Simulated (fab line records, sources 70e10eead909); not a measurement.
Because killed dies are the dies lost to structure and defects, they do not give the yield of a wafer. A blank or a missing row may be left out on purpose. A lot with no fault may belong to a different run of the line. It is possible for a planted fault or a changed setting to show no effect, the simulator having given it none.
Matching of chambers | flow nand-harc | cmp-02 running NHARC_P_M1_CMP_23: 4 sister chambers
The step polishes, t overpolish 20 s, target thk 157.82 nm. 18 wafers are shown with their chamber, then 9 later ones without.

== WAFERS, EACH WITH ITS CHAMBER ==
wafer  | chamber | motor-current-A (A) | time-to-endpoint-s (s) | slurry-filter-dp-kPa (kPa)
L077.1 | 1       | 12.6                | 28.8                   | 13.53
L077.2 | 0       | 12.6                | 27.1                   | 13.49
L077.6 | 0       | 12.8                | 28.9                   | 13.46
L079.2 | 0       | 12.5                | 29.5                   | 13.52
L079.4 | 3       | 14.2                | 27.1                   | 13.31
L079.6 | 0       | 13.2                | 29.4                   | 13.68
L080.3 | 0       | 12.6                | 29.2                   | 13.35
L080.4 | 3       | 14.7                | 26.4                   | 13.48
L080.5 | 3       | 13.9                | 25.2                   | 13.37
L082.1 | 1       | 13.3                | 25.7                   | 13.31
L082.5 | 3       | 14.2                | 24.9                   | 13.51
L082.6 | 0       | 13.1                | 27.8                   | 13.52
L083.1 | 0       | 12.2                | 29.3                   | 13.35
L083.3 | 2       | 9.9                 | 29.4                   | 13.28
L083.5 | 3       | 14.3                | 27.8                   | 13.60
L085.1 | 2       | 9.9                 | 31.3                   | 13.27
L085.3 | 3       | 13.6                | 31.7                   | 13.52
L085.5 | 2       | 9.7                 | 33.3                   | 13.59

SIGNATURES (averages over the wafers above)
reading              | chamber 0 | chamber 1 | chamber 2 | chamber 3 | scatter within a chamber
motor-current-A      | 12.714    | 12.950    | 9.833     | 14.150    | 0.348
time-to-endpoint-s   | 28.743    | 27.250    | 31.333    | 27.183    | 1.85
slurry-filter-dp-kPa | 13.4814   | 13.4200   | 13.3800   | 13.4650   | 0.127
Rule: distance of a wafer from a chamber = root of the sum over the readings of ((wafer's reading minus chamber's mean) / reading's scatter) squared. The wafer belongs to the nearest chamber; if the next one is less than 2 further off, it can't be placed. The scatter: take each reading less its chamber's mean, square it, sum over the shown wafers, divide by the number of wafers less the number of chambers, and take the root.

== WAFERS WITH NO CHAMBER GIVEN ==
wafer  | motor-current-A (A) | time-to-endpoint-s (s) | slurry-filter-dp-kPa (kPa)
L086.1 | 14.2                | 30.6                   | 13.62
L086.2 | 10.1                | 32.5                   | 13.42
L086.4 | 13.6                | 31.7                   | 13.45
L092.1 | 12.9                | 26.9                   | 13.48
L092.4 | 13.9                | 25.7                   | 13.59
L092.5 | 10.3                | 26.7                   | 13.48
L094.3 | 13.0                | 30.1                   | 13.37
L094.4 | 10.0                | 26.8                   | 13.60
L094.6 | 12.2                | 31.6                   | 13.55

== CHAMBER TAKEN BY EACH ==
wafer  | from the rows above          | in truth
L086.1 | 3                            | 3
L086.2 | 2                            | 2
L086.4 | can't be placed: 3 or 0 or 1 | 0
L092.1 | can't be placed: 1 or 0      | 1
L092.4 | can't be placed: 3 or 1      | 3
L092.5 | 2                            | 2
L094.3 | can't be placed: 0 or 1      | 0
L094.4 | 2                            | 2
L094.6 | can't be placed: 0 or 1      | 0
Correct placement for 4 of the 9. Unplaceable from these rows: 5, with the true chamber sitting among the candidates in 5. Number placed wrongly: 0.
